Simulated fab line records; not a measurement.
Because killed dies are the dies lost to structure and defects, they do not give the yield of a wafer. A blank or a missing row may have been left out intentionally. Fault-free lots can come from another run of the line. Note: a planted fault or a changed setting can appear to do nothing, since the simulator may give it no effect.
Split-lot trial + flow n5_finfet + on a route of 1938 steps: 7 lots, 21 wafers read

## THE SPLIT
At N5_BEOL_M7_ILD_DEP_00 (deposits SiCOH lowk from DEMS/porogen, target thk 179.75 nm, time 33.4 s), the setting time_s was moved away from the recipe's 33.4 s on 8 of the 21 wafers read, by -11.9% to +7.4%. This setting was run at the recipe's value on the other wafers.

## THE PATH FROM SPLIT TO READING: the file shows 1 step between them
- N5_BEOL_M7_CURE_74: cures SiCOH lowk, time 240 s

## THE READING
M7_ILD_THK, in nm, at N5_BEOL_M7_THK_MEAS_01. Fault-free wafers of this fab line usually give 154.4 nm, standard deviation 2.1 nm.

| wafer  | tool, chamber at the split | time_s as run, s | against the recipe | M7_ILD_THK, nm | against lot-mates on the recipe |
|--------|----------------------------|------------------|--------------------|----------------|---------------------------------|
| L080.1 | pecvd-04, 2                | 35.87            | +7.4%              | 165.8          | +9.6                            |
| L080.4 | pecvd-04, 0                | 33.4             | recipe             | 155.2          | -                               |
| L080.5 | pecvd-04, 1                | 33.4             | recipe             | 157.3          | -                               |
| L083.2 | pecvd-02, 0                | 33.4             | recipe             | 152.0          | -                               |
| L083.3 | pecvd-02, 2                | 33.4             | recipe             | 152.2          | -                               |
| L083.4 | pecvd-02, 0                | 33.4             | recipe             | 154.8          | -                               |
| L084.3 | pecvd-02, 2                | 29.89            | -10.5%             | 135.1          | no lot-mate on the recipe       |
| L084.4 | pecvd-02, 2                | 29.89            | -10.5%             | 139.9          | no lot-mate on the recipe       |
| L084.6 | pecvd-02, 1                | 29.89            | -10.5%             | 141.2          | no lot-mate on the recipe       |
| L085.3 | pecvd-04, 0                | 33.4             | recipe             | 150.5          | -                               |
| L085.4 | pecvd-04, 1                | 35.58            | +6.5%              | 168.3          | +14.9                           |
| L085.6 | pecvd-04, 2                | 33.4             | recipe             | 156.3          | -                               |
| L076.1 | pecvd-04, 0                | 33.4             | recipe             | 149.7          | -                               |
| L076.2 | pecvd-04, 1                | 30.68            | -8.1%              | 139.9          | -11.5                           |
| L076.3 | pecvd-04, 1                | 33.4             | recipe             | 153.2          | -                               |
| L090.1 | pecvd-01, 2                | 33.4             | recipe             | 154.4          | -                               |
| L090.3 | pecvd-01, 1                | 33.4             | recipe             | 150.7          | -                               |
| L090.4 | pecvd-01, 0                | 33.4             | recipe             | 157.8          | -                               |
| L093.1 | pecvd-02, 2                | 29.44            | -11.9%             | 134.1          | -16.9                           |
| L093.3 | pecvd-02, 1                | 33.4             | recipe             | 151.0          | -                               |
| L093.5 | pecvd-02, 2                | 29.44            | -11.9%             | 137.1          | -13.9                           |

THE FIT
A straight line over all 21 wafers: M7_ILD_THK changes by +1.56 nm for each +1% of time_s; r = +0.96; the points scatter about the line by 2.7 nm.
The same after taking each lot's own level away (the mean of its wafers on the recipe; 18 wafers): +1.43 nm for each +1%; r = +0.95; scatter 2.4 nm.
That fit puts the effect of the largest move of time_s on the reading at 17 nm.
The span of the lots' own levels, 151.00 to 156.25 nm, comes to 2.5 times the standard deviation stated above.
Hence the lot-to-lot level has little effect on the slope; both slopes agree.
Check: with one of the wafers moved furthest among these (-11.9%) left out of the fit, the line predicts -16.3 nm for it against its lot-mates. It came out at -16.9 nm against them.

## OTHER SPLITS ON THESE WAFERS
These wafers also went through other splits before the reading. Each is held against what the fit with the lots' levels taken away leaves over:
| other split on the same wafers   | wafers away from the commonest value | r with M7_ILD_THK (lot level and that fit taken away) |
|----------------------------------|--------------------------------------|-------------------------------------------------------|
| N5_BEOL_M5_COAT_66 spin_rpm      | 9                                    | -0.41                                                 |
| N5_BEOL_M5_VIA_ETCH_34 source_w  | 5                                    | -0.22                                                 |
| N5_BEOL_M5_TRENCH_ETCH_37 bias_w | 7                                    | +0.03                                                 |

## THE WHOLE CHAIN: every reading that the file lists as answering this split, in the file's order
| step                   | what it does                                                             | reading                                                                                  | change (the file's fit)              | r (the file's) |
|------------------------|--------------------------------------------------------------------------|------------------------------------------------------------------------------------------|--------------------------------------|----------------|
| N5_BEOL_M7_ILD_DEP_00  | deposits SiCOH lowk from DEMS/porogen, target thk 179.75 nm, time 33.4 s | SiCOH_lowk_of_BEOL_M7_ILD_DEP_00.thk_nm (the simulator's own value, which no gauge read) | +1.67 nm for each +1% of the setting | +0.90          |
| N5_BEOL_M7_CURE_74     | cures SiCOH lowk, time 240 s                                             | SiCOH_lowk_of_BEOL_M7_ILD_DEP_00.thk_nm (the simulator's own value, which no gauge read) | +1.46 nm for each +1% of the setting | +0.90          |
| N5_BEOL_M7_THK_MEAS_01 |                                                                          | M7_ILD_THK                                                                               | +1.46 for each +1% of the setting    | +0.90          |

## FILE'S OWN FIT
M7_ILD_THK changes by +1.46 nm for each +1% of time_s, r = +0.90.
